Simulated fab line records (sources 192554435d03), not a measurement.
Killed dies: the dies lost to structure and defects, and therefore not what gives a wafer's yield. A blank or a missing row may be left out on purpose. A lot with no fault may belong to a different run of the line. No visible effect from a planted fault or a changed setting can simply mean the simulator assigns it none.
Matching of chambers :: flow n5 finfet :: N5_BEOL_M12_DEP_53 on pecvd-02 has 3 sister chambers
The step deposits SiCN from 3MS/NH3, target thk 30 nm, time 10.5 s. 3 wafers are shown with their chamber, then 7 later ones without.

## WAFERS PAIRED WITH THEIR CHAMBERS
wafer: L080.2
chamber: 0
showerhead plenum p Torr (Torr): 4.178

wafer: L090.1
chamber: 1
showerhead plenum p Torr (Torr): 4.147

wafer: L090.4
chamber: 2
showerhead plenum p Torr (Torr): 4.181

## WAFERS MISSING THEIR CHAMBER
wafer: L090.6
showerhead plenum p Torr (Torr): 4.147

wafer: L094.2
showerhead plenum p Torr (Torr): 4.189

wafer: L094.5
showerhead plenum p Torr (Torr): 4.176

wafer: L094.6
showerhead plenum p Torr (Torr): 4.147

wafer: L093.1
showerhead plenum p Torr (Torr): 4.187

wafer: L093.4
showerhead plenum p Torr (Torr): 4.149

wafer: L093.5
showerhead plenum p Torr (Torr): 4.187

## WHICH CHAMBER EACH ONE RAN IN
wafer: L090.6
from the rows above: 1
in truth: 1

wafer: L094.2
from the rows above: can't be placed: 2 or 0
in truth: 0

wafer: L094.5
from the rows above: can't be placed: 0 or 2
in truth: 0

wafer: L094.6
from the rows above: 1
in truth: 1

wafer: L093.1
from the rows above: can't be placed: 2 or 0
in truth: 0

wafer: L093.4
from the rows above: 1
in truth: 1

wafer: L093.5
from the rows above: can't be placed: 2 or 0
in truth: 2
Correctly placed: 3 of 7. From these rows, 4 cannot be placed; in 4 the true chamber is one of the candidates. Wrongly placed: 0.
How it was worked out, from the rows above alone: a wafer's distance from a chamber is the root of the sum, over the readings, of the square of ((its reading less the chamber's mean) divided by the reading's scatter). If the next closest chamber is less than 2 further off than the closest, the wafer can't be placed; otherwise it belongs to the closest. Each chamber's mean is taken over the wafers shown for it. The scatter: root of mean squared gap, hidden wafer to nearest shown wafer, with one shown wafer a chamber.
